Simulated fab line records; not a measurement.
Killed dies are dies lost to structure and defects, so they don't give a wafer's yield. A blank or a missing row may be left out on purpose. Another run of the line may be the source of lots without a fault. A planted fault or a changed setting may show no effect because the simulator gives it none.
Which of the tools did it?	flow nandHarc	Sampling: 24 lots, 72 wafers, 6 of 1302 route steps

## WHAT THE GAUGES SHOWED, per wafer
NHARC_A_SGD_CUT_INSPECT_25.
lot	measured	on	rawDefectCount
L074	day 19 14:49	defectInspect-01	472 414 364
L075	day 19 20:56	defectInspect-01	408 293 423
L078	day 21 00:43	defectInspect-02	401 348 337
L076	day 21 00:42	defectInspect-01	392 376 417
L077	day 21 04:48	defectInspect-02	435 405 402
L079	day 21 04:46	defectInspect-01	402 481 394
L081	day 21 18:04	defectInspect-01	439 413 442
L080	day 21 18:02	defectInspect-02	561 439 553
L084	day 23 01:29	defectInspect-01	321 390 353
L082	day 23 06:34	defectInspect-01	409 453 407
L083	day 23 06:34	defectInspect-02	339 370 266
L086	day 24 14:10	defectInspect-01	455 308 357
L085	day 24 14:10	defectInspect-02	483 276 487
L087	day 25 00:44	defectInspect-01	387 605 476
L088	day 25 00:44	defectInspect-01	311 264 350
L089	day 25 11:43	defectInspect-02	466 286 339
L091	day 26 00:25	defectInspect-02	307 223 321
L090	day 26 00:25	defectInspect-01	398 359 343
L092	day 26 13:28	defectInspect-01	420 421 356
L093	day 26 13:28	defectInspect-02	375 399 437
L094	day 27 22:12	defectInspect-01	368 440 518
L095	day 27 22:11	defectInspect-02	396 373 437
L096	day 28 12:44	defectInspect-01	312 355 322
L097	day 29 01:28	defectInspect-02	438 242 387

NHARC_A_SLIT_INSPECT_11.
lot	measured	on	rawDefectCount
L074	day 19 20:43	defectInspect-02	113 109 99
L075	day 20 01:54	defectInspect-01	78 68 73
L078	day 21 05:55	defectInspect-01	24 20 17
L076	day 21 05:53	defectInspect-01	55 73 84
L077	day 21 13:33	defectInspect-01	117 109 128
L079	day 21 09:41	defectInspect-02	113 97 111
L081	day 22 00:13	defectInspect-01	124 119 103
L080	day 22 00:55	defectInspect-01	85 80 97
L084	day 23 07:34	defectInspect-01	78 85 81
L082	day 23 11:35	defectInspect-02	32 31 40
L083	day 23 11:25	defectInspect-02	32 25 41
L086	day 24 19:04	defectInspect-02	36 44 41
L085	day 24 19:00	defectInspect-02	23 23 25
L087	day 25 06:27	defectInspect-02	76 80 69
L088	day 25 05:43	defectInspect-01	23 27 24
L089	day 25 16:49	defectInspect-01	48 43 51
L091	day 26 05:20	defectInspect-01	22 13 24
L090	day 26 05:29	defectInspect-02	79 69 58
L092	day 26 22:14	defectInspect-01	110 100 104
L093	day 26 20:50	defectInspect-02	27 32 20
L094	day 28 03:44	defectInspect-01	65 83 66
L095	day 28 03:31	defectInspect-02	4 12 15
L096	day 28 17:44	defectInspect-01	47 65 50
L097	day 29 06:28	defectInspect-01	8 10 12

## WHICH TOOL RAN EACH LOT (tool, then ch and the chambers of the sampled wafers, then the start)
lot	NHARC_A_STAIRCASE_DEP_417	NHARC_A_STAIRCASE_ALD_420	NHARC_A_SGD_CUT_ETCH_59	NHARC_A_SGD_CUT_ETCH_16
L074	pecvd-01 ch 1,2, day 17 08:41	aldHk-01 ch 1,2,3, day 17 12:46	rieDiel-01 ch 0,1,3, day 19 14:49 or earlier	rieDiel-01 ch 0,2, day 19 14:49 or earlier
L075	pecvd-03 ch 1,2, day 17 16:19	aldHk-04 ch 0,1, day 17 19:05	rieDiel-11 ch 2,3, day 19 20:56 or earlier	rieDiel-11 ch 0,3, day 19 20:56 or earlier
L078	pecvd-02 ch 1,2, day 18 16:10	aldHk-01 ch 0,1,3, day 18 19:02	rieDiel-11 ch 0,1,2, day 21 00:43 or earlier	rieDiel-11 ch 0,2,3, day 21 00:43 or earlier
L076	pecvd-01 ch 0,1, day 18 19:29	aldHk-01 ch 0,2, day 18 22:10	rieDiel-01 ch 0,2, day 21 00:42 or earlier	rieDiel-01 ch 0,2, day 21 00:42 or earlier
L077	pecvd-03 ch 1,2, day 19 01:33	aldHk-03 ch 0,1,3, day 19 04:15	rieDiel-11 ch 1,2,3, day 21 04:48 or earlier	rieDiel-11 ch 1,2,3, day 21 04:48 or earlier
L079	pecvd-01 ch 0,2, day 19 02:52	aldHk-03 ch 1,2,3, day 19 05:31	rieDiel-11 ch 0,1,2, day 21 04:46 or earlier	rieDiel-11 ch 1,2,3, day 21 04:46 or earlier
L081	pecvd-01 ch 0,2, day 19 13:19	aldHk-01 ch 0,1,3, day 19 16:11	rieDiel-11 ch 0,1, day 21 18:04 or earlier	rieDiel-11 ch 0,1,3, day 21 18:04 or earlier
L080	pecvd-02 ch 1,2, day 19 15:33	aldHk-04 ch 0,2, day 19 18:10	rieDiel-07 ch 1,2, day 21 18:02 or earlier	rieDiel-07 ch 0,1,2, day 21 18:02 or earlier
L084	pecvd-03 ch 0,1, day 20 15:04	aldHk-01 ch 1,3, day 20 17:47	rieDiel-11 ch 0,1, day 23 01:29 or earlier	rieDiel-11 ch 1,3, day 23 01:29 or earlier
L082	pecvd-03 ch 0,1, day 20 21:06	aldHk-03 ch 1,2,3, day 21 00:02	rieDiel-07 ch 0,2,3, day 23 06:34 or earlier	rieDiel-07 ch 2,3, day 23 06:34 or earlier
L083	pecvd-01 ch 0,2, day 20 22:16	aldHk-04 ch 0,2,3, day 20 23:53	rieDiel-11 ch 0,2,3, day 23 06:34 or earlier	rieDiel-11 ch 1,2,3, day 23 06:34 or earlier
L086	pecvd-02 ch 0,1, day 22 08:22	aldHk-03 ch 0,1,3, day 22 13:17	rieDiel-11 ch 0,1, day 24 14:10 or earlier	rieDiel-11 ch 0,2,3, day 24 14:10 or earlier
L085	pecvd-02 ch 0, day 22 09:42	aldHk-01 ch 0,1, day 22 12:25	rieDiel-07 ch 0,2,3, day 24 14:10 or earlier	rieDiel-07 ch 1,2, day 24 14:10 or earlier
L087	pecvd-02 ch 1,2, day 22 21:37	aldHk-01 ch 1,2,3, day 23 00:33	rieDiel-11 ch 0,1,2, day 25 00:44 or earlier	rieDiel-11 ch 0,1,2, day 25 00:44 or earlier
L088	pecvd-01 ch 0,1,2, day 22 23:55	aldHk-04 ch 0,1,3, day 23 02:44	rieDiel-07 ch 0,3, day 25 00:44 or earlier	rieDiel-07 ch 0,1,2, day 25 00:44 or earlier
L089	pecvd-01 ch 1,2, day 23 08:07	aldHk-03 ch 0,1,3, day 23 10:59	rieDiel-11 ch 1,2,3, day 25 11:43 or earlier	rieDiel-11 ch 1,2,3, day 25 11:43 or earlier
L091	pecvd-02 ch 0,1,2, day 23 19:51	aldHk-01 ch 0,1, day 23 22:44	rieDiel-07 ch 0,2,3, day 26 00:25 or earlier	rieDiel-07 ch 0,2,3, day 26 00:25 or earlier
L090	pecvd-02 ch 0,2, day 23 23:35	aldHk-04 ch 1,2, day 24 02:18	rieDiel-01 ch 1,2, day 26 00:25 or earlier	rieDiel-01 ch 2,3, day 26 00:25 or earlier
L092	pecvd-02 ch 0,1,2, day 24 08:29	aldHk-01 ch 1,2,3, day 24 11:40	rieDiel-01 ch 0,1,3, day 26 13:28 or earlier	rieDiel-01 ch 0,1,2, day 26 13:28 or earlier
L093	pecvd-01 ch 1,2, day 24 11:37	aldHk-03 ch 1,2, day 24 14:20	rieDiel-11 ch 0,1,3, day 26 13:28 or earlier	rieDiel-11 ch 0,1,3, day 26 13:28 or earlier
L094	pecvd-03 ch 0,1,2, day 25 17:25	aldHk-04 ch 0,1, day 25 20:23	rieDiel-07 ch 1,2, day 27 22:12 or earlier	rieDiel-07 ch 0,2,3, day 27 22:12 or earlier
L095	pecvd-01 ch 0,1,2, day 25 19:15	aldHk-01 ch 0,1,3, day 25 22:07	rieDiel-11 ch 1,2,3, day 27 22:11 or earlier	rieDiel-11 ch 0,1,3, day 27 22:11 or earlier
L096	pecvd-01 ch 0,1, day 26 06:51	aldHk-03 ch 0,1, day 26 09:43	rieDiel-11 ch 0,1,3, day 28 12:44 or earlier	rieDiel-11 ch 0,2,3, day 28 12:44 or earlier
L097	pecvd-03 ch 1,2, day 26 19:45	aldHk-04 ch 0,1, day 26 22:25	rieDiel-01 ch 0,1,2, day 29 01:28 or earlier	rieDiel-01 ch 1,2,3, day 29 01:28 or earlier
- NHARC_A_STAIRCASE_DEP_417: deposits Si3N4, target thk 60 nm.
- NHARC_A_STAIRCASE_ALD_420: deposits SiO2, target thk 20 nm, pulse time 6 s, ald cycles 200.
- NHARC_A_SGD_CUT_ETCH_59: etches the open film in N2/H2, target depth 260 nm, time 406.25 s.
- NHARC_A_SGD_CUT_ETCH_16: etches the open film in C4F8/O2/Ar, target depth 310.5 nm, time 155.2 s.

## WHAT THE TOOLS THEMSELVES READ (means of the sampled wafers that have a number; where no wafer has one, the mark that the record gives instead)
NHARC_A_STAIRCASE_DEP_417.
lot	tool	heaterPowerW (W)	rfFwdPowerW (W)
L074	pecvd-01	790	449.3
L075	pecvd-03	783	450.1
L078	pecvd-02	845	449.0
L076	pecvd-01	717	449.7
L077	pecvd-03	751	448.2
L079	pecvd-01	766	449.0
L081	pecvd-01	795	450.2
L080	pecvd-02	784	449.5
L084	pecvd-03	721	447.3
L082	pecvd-03	859	450.8
L083	pecvd-01	806	449.7
L086	pecvd-02	706	450.7
L085	pecvd-02	642	450.0
L087	pecvd-02	778	449.3
L088	pecvd-01	756	448.6
L089	pecvd-01	763	450.1
L091	pecvd-02	803	449.0
L090	pecvd-02	768	448.2
L092	pecvd-02	782	449.9
L093	pecvd-01	750	448.5
L094	pecvd-03	764	448.9
L095	pecvd-01	795	448.6
L096	pecvd-01	775	449.8
L097	pecvd-03	669	447.7

NHARC_A_STAIRCASE_ALD_420.
lot	tool	heaterPowerW (W)	precursorPulseHeightRel
L074	aldHk-01	475	1.002
L075	aldHk-04	449	1.013
L078	aldHk-01	473	1.002
L076	aldHk-01	498	0.975
L077	aldHk-03	484	0.998
L079	aldHk-03	489	1.000
L081	aldHk-01	474	1.003
L080	aldHk-04	453	1.012
L084	aldHk-01	472	1.020
L082	aldHk-03	492	0.994
L083	aldHk-04	465	1.020
L086	aldHk-03	489	1.003
L085	aldHk-01	479	0.993
L087	aldHk-01	496	1.001
L088	aldHk-04	463	0.989
L089	aldHk-03	479	1.020
L091	aldHk-01	476	1.013
L090	aldHk-04	423	0.999
L092	aldHk-01	491	0.999
L093	aldHk-03	460	1.026
L094	aldHk-04	437	1.027
L095	aldHk-01	460	0.991
L096	aldHk-03	443	0.992
L097	aldHk-04	448	0.984

NHARC_A_SGD_CUT_ETCH_59.
lot	tool	drypumpMotorCurrentA (A)	mfcArSccm (sccm)	oesProductAu (a.u.)	rfFwdPowerW (W)	rfVppV (V)	showerheadPlenumPTorr (Torr)	throttleValvePct (%)
L074	rieDiel-01	5.6	0.004	1.008	398.7	429	2.01	14.166
L075	rieDiel-11	5.4	0.000	0.989	400.6	430	2.02	14.171
L078	rieDiel-11	5.9	0.004	0.989	399.7	432	2.08	14.167
L076	rieDiel-01	5.2	0.009	0.999	399.4	426	1.89	14.171
L077	rieDiel-11	5.7	0.003	0.979	398.9	431	2.08	14.179
L079	rieDiel-11	5.9	0.004	0.994	399.5	432	2.08	14.168
L081	rieDiel-11	6.0	0.007	0.988	399.7	431	2.05	14.164
L080	rieDiel-07	6.4	0.000	1.002	398.1	431	2.10	14.173
L084	rieDiel-11	6.1	0.007	0.998	399.3	431	2.05	14.170
L082	rieDiel-07	5.5	0.000	0.996	398.1	431	2.02	14.168
L083	rieDiel-11	5.6	0.001	0.987	398.5	430	2.02	14.166
L086	rieDiel-11	5.9	0.005	1.003	399.6	429	1.98	14.168
L085	rieDiel-07	5.5	0.000	0.991	399.4	430	2.02	14.168
L087	rieDiel-11	5.9	0.004	1.000	399.2	431	2.07	14.171
L088	rieDiel-07	5.4	0.000	0.996	400.5	429	2.00	14.170
L089	rieDiel-11	5.7	0.003	0.991	399.4	433	2.08	14.161
L091	rieDiel-07	5.5	0.000	0.999	400.0	429	2.02	14.164
L090	rieDiel-01	5.8	0.000	0.989	400.2	428	1.97	14.182
L092	rieDiel-01	5.6	0.004	1.010	399.4	429	2.01	14.175
L093	rieDiel-11	5.7	0.004	0.997	400.3	430	1.99	14.178
L094	rieDiel-07	6.2	0.000	1.002	398.7	432	2.07	14.170
L095	rieDiel-11	5.7	0.003	1.005	398.3	432	2.08	14.178
L096	rieDiel-11	5.7	0.004	0.984	399.8	429	1.99	14.177
L097	rieDiel-01	5.7	0.004	1.002	399.6	429	1.97	14.173

NHARC_A_SGD_CUT_ETCH_16.
lot	tool	oesProductAu (a.u.)	rfFwdPowerW (W)	rfVppV (V)
L074	rieDiel-01	0.950	597.3	716
L075	rieDiel-11	0.966	596.6	718
L078	rieDiel-11	0.969	599.0	723
L076	rieDiel-01	0.973	597.9	716
L077	rieDiel-11	0.957	597.6	725
L079	rieDiel-11	0.972	597.4	725
L081	rieDiel-11	0.963	597.7	721
L080	rieDiel-07	0.969	597.3	725
L084	rieDiel-11	0.952	595.3	724
L082	rieDiel-07	0.969	597.2	721
L083	rieDiel-11	0.965	598.4	725
L086	rieDiel-11	0.974	595.7	722
L085	rieDiel-07	0.979	598.2	726
L087	rieDiel-11	0.965	599.1	724
L088	rieDiel-07	0.983	597.6	725
L089	rieDiel-11	0.967	596.3	725
L091	rieDiel-07	0.974	596.1	722
L090	rieDiel-01	0.962	597.7	718
L092	rieDiel-01	0.978	594.7	720
L093	rieDiel-11	0.975	596.8	722
L094	rieDiel-07	0.971	598.4	722
L095	rieDiel-11	0.965	597.7	721
L096	rieDiel-11	0.968	597.8	722
L097	rieDiel-01	0.968	595.9	721

## THE ANSWER, worked out from the rows above alone
Rule: what is usual is taken from the lots themselves. The widest of any qualifying gaps counts: lots, ordered by their means at a reading, are off when they make up no more than a third of the lots, leave a main group of 4 or more, and stand apart from it by 3 or more times the standard deviation of that group's means. A main group is skipped when, at the precision printed for the reading in the tables above, its means are all equal. Also off: a lot with no number at a reading for which 4 or more lots have one. Where the step has rows for the other lots, those lots are counted as sound. The gauges are gone through in route order, then the tools' own readings, and for those a lot's mean is taken as printed above. At the first step where some lot is off, the reading lying furthest off is the one used; lots without a number count as furthest.
Across all readings shown, no lot is off: no conclusion can be drawn from this.

## WHAT THE SIMULATOR HAD PUT IN
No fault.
